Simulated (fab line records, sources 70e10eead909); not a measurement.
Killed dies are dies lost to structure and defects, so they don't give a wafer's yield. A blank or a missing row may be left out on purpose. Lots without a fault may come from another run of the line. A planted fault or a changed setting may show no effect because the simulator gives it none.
Chamber matching | flow nand_harc | NHARC_P_GATE_STRIP_101 on rie_diel-09: 4 sister chambers
The step strips in O2, time 20 s. 4 wafers are shown with their chamber, then 7 later ones without.

WAFERS WITH THEIR CHAMBER
wafer  | chamber | drypump_motor_current_A (A)
L078.5 | 3       | 5.7
L082.5 | 1       | 4.8
L084.1 | 0       | 5.9
L084.3 | 2       | 5.1

WAFERS WITHOUT THEIR CHAMBER
wafer  | drypump_motor_current_A (A)
L084.5 | 5.8
L088.1 | 4.8
L088.3 | 5.9
L088.6 | 5.1
L096.2 | 5.8
L096.3 | 4.8
L096.5 | 5.9

WHICH CHAMBER EACH WENT THROUGH
wafer  | from the rows above     | in truth
L084.5 | can't be placed: 3 or 0 | 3
L088.1 | 1                       | 1
L088.3 | 0                       | 0
L088.6 | 2                       | 2
L096.2 | can't be placed: 3 or 0 | 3
L096.3 | 1                       | 1
L096.5 | 0                       | 0
Placed correctly: 5 of 7. Can't be placed from these rows: 2 (the true chamber is among the candidates in 2). Placed wrongly: 0.
How it was worked out, from the rows above alone: a wafer's distance from a chamber is the root of the sum, over the readings, of the square of ((its reading less the chamber's mean) divided by the reading's scatter). The wafer belongs to the nearest chamber; if the next one is less than 2 further off, it can't be placed. A chamber's mean is the mean of its shown wafers. The scatter: with one shown wafer a chamber, the root of the mean of the squares of how far each hidden wafer lies from its nearest shown one.
